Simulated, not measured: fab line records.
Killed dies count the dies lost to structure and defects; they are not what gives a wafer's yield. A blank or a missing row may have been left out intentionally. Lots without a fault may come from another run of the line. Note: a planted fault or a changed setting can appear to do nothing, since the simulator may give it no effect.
Which of the tools did it? || flow nand-harc || 13 lots, 39 wafers sampled, at 5 steps of a route of 1159

## WHAT THE GAUGES READ, wafer by wafer
NHARC_END_SORT_01. Usual: defect-limited-yield 95.0 %, standard deviation 1.7; killed-at-array 29, standard deviation 12; killed-at-other 0.7, standard deviation 1; killed-at-periphery 4, standard deviation 3.2; killed-dies 34, standard deviation 12; killed-open 3.4, standard deviation 2; killed-short 1.8, standard deviation 1.3; sort_bin_2_pct 1.6 %, standard deviation 0.7; sort_bin_3_pct 0.26 %, standard deviation 0.23; sort_bin_4_pct 3.1 %, standard deviation 1.1; sort-n-pass 643, standard deviation 12; sort-rim-yield-pct 96.4 %, standard deviation 2.6; sort-yield-pct 95.0 %, standard deviation 1.7.
{"lot": "L319", "measured": "day 20 00:25", "on": "prober-01", "defect-limited-yield (%)": "95.0 95.9 95.0", "killed-at-array": "21 18 20", "killed-at-other": "1 0 0", "killed-at-periphery": "12 10 14", "killed-dies": "34 28 34", "killed-open": "6 1 3", "killed-short": "3 2 0", "sort_bin_2_pct (%)": "1.0 1.3 2.1", "sort_bin_3_pct (%)": "0.30 0.15 0.15", "sort_bin_4_pct (%)": "3.7 2.7 2.8", "sort-n-pass": "643 649 643", "sort-rim-yield-pct (%)": "100.0 99.1 100.0", "sort-yield-pct (%)": "95.0 95.9 95.0", "flag": ""}
{"lot": "L318", "measured": "day 20 12:40", "on": "prober-02", "defect-limited-yield (%)": "97.2 96.8 96.6", "killed-at-array": "19 20 20", "killed-at-other": "0 0 0", "killed-at-periphery": "0 2 3", "killed-dies": "19 22 23", "killed-open": "3 2 2", "killed-short": "1 0 0", "sort_bin_2_pct (%)": "0.7 1.2 1.6", "sort_bin_3_pct (%)": "0.15 0.15 0.44", "sort_bin_4_pct (%)": "1.9 1.9 1.3", "sort-n-pass": "658 655 654", "sort-rim-yield-pct (%)": "97.2 98.1 98.1", "sort-yield-pct (%)": "97.2 96.8 96.6", "flag": ""}
{"lot": "L320", "measured": "day 20 17:36", "on": "prober-01", "defect-limited-yield (%)": "95.1 93.6 95.3", "killed-at-array": "26 33 28", "killed-at-other": "2 3 1", "killed-at-periphery": "5 7 3", "killed-dies": "33 43 32", "killed-open": "5 5 4", "killed-short": "1 1 1", "sort_bin_2_pct (%)": "1.6 2.5 1.3", "sort_bin_3_pct (%)": "0 0.30 0.30", "sort_bin_4_pct (%)": "3.2 3.5 3.1", "sort-n-pass": "644 634 645", "sort-rim-yield-pct (%)": "99.1 95.3 94.3", "sort-yield-pct (%)": "95.1 93.6 95.3", "flag": ""}
{"lot": "L325", "measured": "day 21 10:22", "on": "prober-02", "defect-limited-yield (%)": "95.3 96.5 95.9", "killed-at-array": "30 24 27", "killed-at-other": "0 0 0", "killed-at-periphery": "2 0 1", "killed-dies": "32 24 28", "killed-open": "0 2 2", "killed-short": "1 1 1", "sort_bin_2_pct (%)": "1.9 1.2 1.8", "sort_bin_3_pct (%)": "0.30 0.15 0.30", "sort_bin_4_pct (%)": "2.5 2.2 2.1", "sort-n-pass": "645 653 649", "sort-rim-yield-pct (%)": "98.1 99.1 100.0", "sort-yield-pct (%)": "95.3 96.5 95.9", "flag": ""}
{"lot": "L326", "measured": "day 21 17:17", "on": "prober-01", "defect-limited-yield (%)": "94.2 94.5 94.5", "killed-at-array": "36 34 35", "killed-at-other": "0 0 0", "killed-at-periphery": "3 3 2", "killed-dies": "39 37 37", "killed-open": "1 3 2", "killed-short": "2 1 2", "sort_bin_2_pct (%)": "1.8 1.9 1.9", "sort_bin_3_pct (%)": "0.44 0.44 0", "sort_bin_4_pct (%)": "3.5 3.1 3.5", "sort-n-pass": "638 640 640", "sort-rim-yield-pct (%)": "98.1 93.4 91.5", "sort-yield-pct (%)": "94.2 94.5 94.5", "flag": ""}
{"lot": "L324", "measured": "day 21 18:13", "on": "prober-02", "defect-limited-yield (%)": "96.0 96.6 96.8", "killed-at-array": "22 20 16", "killed-at-other": "0 0 0", "killed-at-periphery": "5 3 6", "killed-dies": "27 23 22", "killed-open": "3 0 1", "killed-short": "4 2 1", "sort_bin_2_pct (%)": "1.0 1.2 1.0", "sort_bin_3_pct (%)": "0.15 0.44 0", "sort_bin_4_pct (%)": "2.8 1.8 2.2", "sort-n-pass": "650 654 655", "sort-rim-yield-pct (%)": "92.5 98.1 92.5", "sort-yield-pct (%)": "96.0 96.6 96.8", "flag": ""}
{"lot": "L327", "measured": "day 22 02:01", "on": "prober-02", "defect-limited-yield (%)": "91.4 91.0 90.4", "killed-at-array": "52 57 60", "killed-at-other": "1 0 0", "killed-at-periphery": "5 4 5", "killed-dies": "58 61 65", "killed-open": "1 1 0", "killed-short": "0 2 2", "sort_bin_2_pct (%)": "1.8 4.1 2.8", "sort_bin_3_pct (%)": "0.89 0.30 0.44", "sort_bin_4_pct (%)": "5.9 4.6 6.4", "sort-n-pass": "619 616 612", "sort-rim-yield-pct (%)": "94.3 96.2 92.5", "sort-yield-pct (%)": "91.4 91.0 90.4", "flag": ""}
{"lot": "L330", "measured": "day 22 03:26", "on": "prober-01", "defect-limited-yield (%)": "96.3 95.0 95.0", "killed-at-array": "22 31 32", "killed-at-other": "1 1 0", "killed-at-periphery": "2 2 2", "killed-dies": "25 34 34", "killed-open": "5 4 2", "killed-short": "0 2 3", "sort_bin_2_pct (%)": "1.2 1.3 1.3", "sort_bin_3_pct (%)": "0.15 0.44 0.30", "sort_bin_4_pct (%)": "2.4 3.2 3.4", "sort-n-pass": "652 643 643", "sort-rim-yield-pct (%)": "96.2 100.0 97.2", "sort-yield-pct (%)": "96.3 95.0 95.0", "flag": ""}
{"lot": "L334", "measured": "day 24 14:10", "on": "prober-01", "defect-limited-yield (%)": "96.9 96.8 95.7", "killed-at-array": "16 18 24", "killed-at-other": "3 2 2", "killed-at-periphery": "2 2 3", "killed-dies": "21 22 29", "killed-open": "4 3 4", "killed-short": "1 4 5", "sort_bin_2_pct (%)": "0.3 0.7 1.5", "sort_bin_3_pct (%)": "0 0.15 0.30", "sort_bin_4_pct (%)": "2.8 2.4 2.5", "sort-n-pass": "656 655 648", "sort-rim-yield-pct (%)": "99.1 98.1 97.2", "sort-yield-pct (%)": "96.9 96.8 95.7", "flag": ""}
{"lot": "L335", "measured": "day 24 23:32", "on": "prober-02", "defect-limited-yield (%)": "92.2 93.1 89.2", "killed-at-array": "48 43 70", "killed-at-other": "3 1 2", "killed-at-periphery": "2 3 1", "killed-dies": "53 47 73", "killed-open": "8 7 3", "killed-short": "1 0 2", "sort_bin_2_pct (%)": "3.1 2.2 4.0", "sort_bin_3_pct (%)": "0.89 0.30 0.44", "sort_bin_4_pct (%)": "3.8 4.4 6.4", "sort-n-pass": "624 630 604", "sort-rim-yield-pct (%)": "89.6 93.4 97.2", "sort-yield-pct (%)": "92.2 93.1 89.2", "flag": ""}
{"lot": "L339", "measured": "day 25 05:44", "on": "prober-02", "defect-limited-yield (%)": "93.2 94.1 94.8", "killed-at-array": "43 39 33", "killed-at-other": "2 0 1", "killed-at-periphery": "1 1 1", "killed-dies": "46 40 35", "killed-open": "7 4 2", "killed-short": "3 1 1", "sort_bin_2_pct (%)": "1.8 1.5 2.2", "sort_bin_3_pct (%)": "0.59 0.74 0.44", "sort_bin_4_pct (%)": "4.4 3.7 2.5", "sort-n-pass": "631 637 642", "sort-rim-yield-pct (%)": "93.4 96.2 99.1", "sort-yield-pct (%)": "93.2 94.1 94.8", "flag": ""}
{"lot": "L337", "measured": "day 25 06:47", "on": "prober-01", "defect-limited-yield (%)": "95.4 96.0 95.7", "killed-at-array": "26 25 25", "killed-at-other": "1 2 0", "killed-at-periphery": "4 0 4", "killed-dies": "31 27 29", "killed-open": "4 4 4", "killed-short": "0 1 4", "sort_bin_2_pct (%)": "1.5 1.2 1.6", "sort_bin_3_pct (%)": "0.44 0.30 0.30", "sort_bin_4_pct (%)": "2.7 2.5 2.4", "sort-n-pass": "646 650 648", "sort-rim-yield-pct (%)": "99.1 99.1 97.2", "sort-yield-pct (%)": "95.4 96.0 95.7", "flag": ""}
{"lot": "L338", "measured": "day 24 23:53", "on": "prober-01", "defect-limited-yield (%)": "95.0 92.2 94.4", "killed-at-array": "32 51 36", "killed-at-other": "1 1 0", "killed-at-periphery": "1 1 2", "killed-dies": "34 53 38", "killed-open": "2 5 2", "killed-short": "3 1 0", "sort_bin_2_pct (%)": "1.2 2.2 1.5", "sort_bin_3_pct (%)": "0 0.89 0.74", "sort_bin_4_pct (%)": "3.8 4.7 3.4", "sort-n-pass": "643 624 639", "sort-rim-yield-pct (%)": "96.2 99.1 99.1", "sort-yield-pct (%)": "95.0 92.2 94.4", "flag": ""}

## WHAT TOOL EACH LOT RAN ON (gives the tool, then ch and the chambers of the sampled wafers, and finally the start)
{"lot": "L319", "NHARC_THIN_TSV_CMP_21": "cmp-04 ch 0,1,2, day 19 13:10", "NHARC_THIN_TSV_DEGAS_53": "pvd-sputter-01, day 19 13:38", "NHARC_THIN_TSV_PRE_CLEAN_54": "pvd-sputter-01, day 19 13:43", "NHARC_THIN_TSV_ANNEAL_58": "furnace-05 ch 0, day 19 19:07"}
{"lot": "L318", "NHARC_THIN_TSV_CMP_21": "cmp-02 ch 1,2, day 19 16:50", "NHARC_THIN_TSV_DEGAS_53": "pvd-sputter-01, day 19 17:19", "NHARC_THIN_TSV_PRE_CLEAN_54": "pvd-sputter-01, day 19 17:23", "NHARC_THIN_TSV_ANNEAL_58": "furnace-07 ch 0, day 19 22:39"}
{"lot": "L320", "NHARC_THIN_TSV_CMP_21": "cmp-04 ch 1,2,3, day 20 05:55", "NHARC_THIN_TSV_DEGAS_53": "pvd-sputter-02, day 20 06:22", "NHARC_THIN_TSV_PRE_CLEAN_54": "pvd-sputter-02, day 20 06:26", "NHARC_THIN_TSV_ANNEAL_58": "furnace-06 ch 0, day 20 13:05"}
{"lot": "L325", "NHARC_THIN_TSV_CMP_21": "cmp-01 ch 0,1,3, day 20 23:59", "NHARC_THIN_TSV_DEGAS_53": "pvd-sputter-02, day 21 00:27", "NHARC_THIN_TSV_PRE_CLEAN_54": "pvd-sputter-02, day 21 00:32", "NHARC_THIN_TSV_ANNEAL_58": "furnace-05 ch 0, day 21 05:05"}
{"lot": "L326", "NHARC_THIN_TSV_CMP_21": "cmp-01 ch 2,3, day 21 04:44", "NHARC_THIN_TSV_DEGAS_53": "pvd-sputter-02, day 21 05:11", "NHARC_THIN_TSV_PRE_CLEAN_54": "pvd-sputter-02, day 21 05:17", "NHARC_THIN_TSV_ANNEAL_58": "furnace-07 ch 0, day 21 10:32"}
{"lot": "L324", "NHARC_THIN_TSV_CMP_21": "cmp-04 ch 1,2,3, day 21 06:03", "NHARC_THIN_TSV_DEGAS_53": "pvd-sputter-01, day 21 06:28", "NHARC_THIN_TSV_PRE_CLEAN_54": "pvd-sputter-01, day 21 06:32", "NHARC_THIN_TSV_ANNEAL_58": "furnace-07 ch 0, day 21 10:32"}
{"lot": "L327", "NHARC_THIN_TSV_CMP_21": "cmp-04 ch 1,3, day 21 13:34", "NHARC_THIN_TSV_DEGAS_53": "pvd-sputter-03, day 21 14:03", "NHARC_THIN_TSV_PRE_CLEAN_54": "pvd-sputter-03, day 21 14:06", "NHARC_THIN_TSV_ANNEAL_58": "furnace-05 ch 0, day 21 19:36"}
{"lot": "L330", "NHARC_THIN_TSV_CMP_21": "cmp-02 ch 0,1, day 21 14:49", "NHARC_THIN_TSV_DEGAS_53": "pvd-sputter-03, day 21 15:16", "NHARC_THIN_TSV_PRE_CLEAN_54": "pvd-sputter-03, day 21 15:21", "NHARC_THIN_TSV_ANNEAL_58": "furnace-05 ch 0, day 21 19:36"}
{"lot": "L334", "NHARC_THIN_TSV_CMP_21": "cmp-01 ch 0,2,3, day 24 04:53", "NHARC_THIN_TSV_DEGAS_53": "pvd-sputter-02, day 24 05:21", "NHARC_THIN_TSV_PRE_CLEAN_54": "pvd-sputter-02, day 24 05:32", "NHARC_THIN_TSV_ANNEAL_58": "furnace-07, day 24 09:39"}
{"lot": "L335", "NHARC_THIN_TSV_CMP_21": "cmp-02 ch 0,3, day 24 06:24", "NHARC_THIN_TSV_DEGAS_53": "pvd-sputter-02, day 24 06:51", "NHARC_THIN_TSV_PRE_CLEAN_54": "pvd-sputter-02, day 24 06:55", "NHARC_THIN_TSV_ANNEAL_58": "furnace-07, day 24 09:39"}
{"lot": "L339", "NHARC_THIN_TSV_CMP_21": "cmp-04 ch 0,2,3, day 24 12:13", "NHARC_THIN_TSV_DEGAS_53": "pvd-sputter-02, day 24 12:41", "NHARC_THIN_TSV_PRE_CLEAN_54": "pvd-sputter-02, day 24 12:46", "NHARC_THIN_TSV_ANNEAL_58": "furnace-06 ch 0, day 24 18:34"}
{"lot": "L337", "NHARC_THIN_TSV_CMP_21": "cmp-04 ch 0,1,2, day 24 13:22", "NHARC_THIN_TSV_DEGAS_53": "pvd-sputter-02, day 24 13:49", "NHARC_THIN_TSV_PRE_CLEAN_54": "pvd-sputter-02, day 24 13:55", "NHARC_THIN_TSV_ANNEAL_58": "furnace-06 ch 0, day 24 18:34"}
{"lot": "L338", "NHARC_THIN_TSV_CMP_21": "cmp-04 ch 0,2,3, day 24 14:38", "NHARC_THIN_TSV_DEGAS_53": "pvd-sputter-02, day 24 15:04", "NHARC_THIN_TSV_PRE_CLEAN_54": "pvd-sputter-02, day 24 15:08", "NHARC_THIN_TSV_ANNEAL_58": "furnace-06 ch 0, day 24 18:34"}
- NHARC_THIN_TSV_CMP_21: polishes, t overpolish 30 s, target thk 2000 nm.
- NHARC_THIN_TSV_DEGAS_53: time 60 s.
- NHARC_THIN_TSV_PRE_CLEAN_54: time 30 s.
- NHARC_THIN_TSV_ANNEAL_58: time 1800 s.

## AS READ BY THE TOOLS THEMSELVES (means over the sampled wafers that have a number; for cases with no such wafer, the mark the record gives instead)
NHARC_THIN_TSV_CMP_21. Usual: motor-current-A 12.2 A, standard deviation 0.79; overpolish-run-s 30.000 s, standard deviation 0.0091; pad-life-wafers 315, standard deviation 150.
{"lot": "L319", "tool": "cmp-04", "motor-current-A (A)": 12.1, "overpolish-run-s (s)": 29.997, "pad-life-wafers": 289, "flag": ""}
{"lot": "L318", "tool": "cmp-02", "motor-current-A (A)": 11.4, "overpolish-run-s (s)": 29.997, "pad-life-wafers": 144, "flag": ""}
{"lot": "L320", "tool": "cmp-04", "motor-current-A (A)": 12.5, "overpolish-run-s (s)": 29.995, "pad-life-wafers": 380, "flag": ""}
{"lot": "L325", "tool": "cmp-01", "motor-current-A (A)": 11.7, "overpolish-run-s (s)": 29.997, "pad-life-wafers": 19, "flag": ""}
{"lot": "L326", "tool": "cmp-01", "motor-current-A (A)": 11.9, "overpolish-run-s (s)": 30.002, "pad-life-wafers": 30, "flag": ""}
{"lot": "L324", "tool": "cmp-04", "motor-current-A (A)": 11.8, "overpolish-run-s (s)": 30.004, "pad-life-wafers": 536, "flag": ""}
{"lot": "L327", "tool": "cmp-04", "motor-current-A (A)": 12.6, "overpolish-run-s (s)": 29.999, "pad-life-wafers": 571, "flag": ""}
{"lot": "L330", "tool": "cmp-02", "motor-current-A (A)": 13.0, "overpolish-run-s (s)": 29.997, "pad-life-wafers": 402, "flag": ""}
{"lot": "L334", "tool": "cmp-01", "motor-current-A (A)": 11.9, "overpolish-run-s (s)": 30.003, "pad-life-wafers": 457, "flag": ""}
{"lot": "L335", "tool": "cmp-02", "motor-current-A (A)": 13.2, "overpolish-run-s (s)": 30.001, "pad-life-wafers": 235, "flag": ""}
{"lot": "L339", "tool": "cmp-04", "motor-current-A (A)": 11.7, "overpolish-run-s (s)": 30.001, "pad-life-wafers": 337, "flag": ""}
{"lot": "L337", "tool": "cmp-04", "motor-current-A (A)": 12.2, "overpolish-run-s (s)": 29.994, "pad-life-wafers": 349, "flag": ""}
{"lot": "L338", "tool": "cmp-04", "motor-current-A (A)": 12.2, "overpolish-run-s (s)": 30.006, "pad-life-wafers": 356, "flag": ""}

NHARC_THIN_TSV_DEGAS_53. Usual: heater-power-w 485 W, standard deviation 57.
{"lot": "L319", "tool": "pvd-sputter-01", "heater-power-w (W)": 533, "flag": ""}
{"lot": "L318", "tool": "pvd-sputter-01", "heater-power-w (W)": 522, "flag": ""}
{"lot": "L320", "tool": "pvd-sputter-02", "heater-power-w (W)": 491, "flag": ""}
{"lot": "L325", "tool": "pvd-sputter-02", "heater-power-w (W)": 436, "flag": ""}
{"lot": "L326", "tool": "pvd-sputter-02", "heater-power-w (W)": 429, "flag": ""}
{"lot": "L324", "tool": "pvd-sputter-01", "heater-power-w (W)": 542, "flag": ""}
{"lot": "L327", "tool": "pvd-sputter-03", "heater-power-w (W)": 439, "flag": ""}
{"lot": "L330", "tool": "pvd-sputter-03", "heater-power-w (W)": 432, "flag": ""}
{"lot": "L334", "tool": "pvd-sputter-02", "heater-power-w (W)": 493, "flag": ""}
{"lot": "L335", "tool": "pvd-sputter-02", "heater-power-w (W)": 491, "flag": ""}
{"lot": "L339", "tool": "pvd-sputter-02", "heater-power-w (W)": 498, "flag": ""}
{"lot": "L337", "tool": "pvd-sputter-02", "heater-power-w (W)": 448, "flag": ""}
{"lot": "L338", "tool": "pvd-sputter-02", "heater-power-w (W)": 447, "flag": ""}

NHARC_THIN_TSV_PRE_CLEAN_54. Usual: heater-power-w 424 W, standard deviation 48.
{"lot": "L319", "tool": "pvd-sputter-01", "heater-power-w (W)": 452, "flag": ""}
{"lot": "L318", "tool": "pvd-sputter-01", "heater-power-w (W)": 440, "flag": ""}
{"lot": "L320", "tool": "pvd-sputter-02", "heater-power-w (W)": 385, "flag": ""}
{"lot": "L325", "tool": "pvd-sputter-02", "heater-power-w (W)": 434, "flag": ""}
{"lot": "L326", "tool": "pvd-sputter-02", "heater-power-w (W)": 433, "flag": ""}
{"lot": "L324", "tool": "pvd-sputter-01", "heater-power-w (W)": 448, "flag": ""}
{"lot": "L327", "tool": "pvd-sputter-03", "heater-power-w (W)": 416, "flag": ""}
{"lot": "L330", "tool": "pvd-sputter-03", "heater-power-w (W)": 372, "flag": ""}
{"lot": "L334", "tool": "pvd-sputter-02", "heater-power-w (W)": 442, "flag": ""}
{"lot": "L335", "tool": "pvd-sputter-02", "heater-power-w (W)": 430, "flag": ""}
{"lot": "L339", "tool": "pvd-sputter-02", "heater-power-w (W)": 389, "flag": ""}
{"lot": "L337", "tool": "pvd-sputter-02", "heater-power-w (W)": 397, "flag": ""}
{"lot": "L338", "tool": "pvd-sputter-02", "heater-power-w (W)": 386, "flag": ""}

NHARC_THIN_TSV_ANNEAL_58. Usual: run-length-s 1829 s, standard deviation 5.1; spike-tc-bottom-C 424 C, standard deviation 3.6.
{"lot": "L319", "tool": "furnace-05", "run-length-s (s)": 1828, "spike-tc-bottom-C (C)": 421, "flag": ""}
{"lot": "L318", "tool": "furnace-07", "run-length-s (s)": 1828, "spike-tc-bottom-C (C)": 428, "flag": ""}
{"lot": "L320", "tool": "furnace-06", "run-length-s (s)": 1824, "spike-tc-bottom-C (C)": 426, "flag": ""}
{"lot": "L325", "tool": "furnace-05", "run-length-s (s)": 1833, "spike-tc-bottom-C (C)": 420, "flag": ""}
{"lot": "L326", "tool": "furnace-07", "run-length-s (s)": 1839, "spike-tc-bottom-C (C)": 429, "flag": ""}
{"lot": "L324", "tool": "furnace-07", "run-length-s (s)": 1825, "spike-tc-bottom-C (C)": 429, "flag": ""}
{"lot": "L327", "tool": "furnace-05", "run-length-s (s)": 1830, "spike-tc-bottom-C (C)": 421, "flag": ""}
{"lot": "L330", "tool": "furnace-05", "run-length-s (s)": 1836, "spike-tc-bottom-C (C)": 421, "flag": ""}
{"lot": "L334", "tool": "furnace-07", "run-length-s (s)": "-", "spike-tc-bottom-C (C)": "-", "flag": "OFF"}
{"lot": "L335", "tool": "furnace-07", "run-length-s (s)": "-", "spike-tc-bottom-C (C)": "-", "flag": "OFF"}
{"lot": "L339", "tool": "furnace-06", "run-length-s (s)": 1837, "spike-tc-bottom-C (C)": 428, "flag": ""}
{"lot": "L337", "tool": "furnace-06", "run-length-s (s)": 1827, "spike-tc-bottom-C (C)": 425, "flag": ""}
{"lot": "L338", "tool": "furnace-06", "run-length-s (s)": 1833, "spike-tc-bottom-C (C)": 425, "flag": ""}

## THE ANSWER, worked out from the rows above alone
Rule: lot off if the mean of its wafers having a number is beyond 3 standard deviations from the usual mean. A lot without any number at a reading at which 4 lots or more have one is off too. The other lots that the step has rows for count as sound. After the gauges, taken in route order, come the tools' own readings; for these a lot's mean is taken, as printed above. At the first step where some lot is off, the reading lying furthest off is the one used; lots without a number count as furthest.
Off, at NHARC_THIN_TSV_ANNEAL_58 on run-length-s: L334, L335. Without a number there: L334, L335.
A tool fits if, at that step or a process step before it, it ran every lot that is off, and no sound lot after the first of them. One fits: NHARC_THIN_TSV_ANNEAL_58 on furnace-07. Its last sound lot is L324 (day 21 10:32), its first lot that is off L334 (day 24 09:39): a fault that began between those two fits.
Blank at NHARC_THIN_TSV_ANNEAL_58 on the lots that are off, where sound lots have numbers: run-length-s, spike-tc-bottom-C.

## WHAT WAS PUT IN BY THE SIMULATOR
Whole step skipped at NHARC_THIN_TSV_ANNEAL_58 on furnace-07, starting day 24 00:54. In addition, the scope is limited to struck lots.
Shown lots that were struck: L334, L335. The same result came from the rule above.
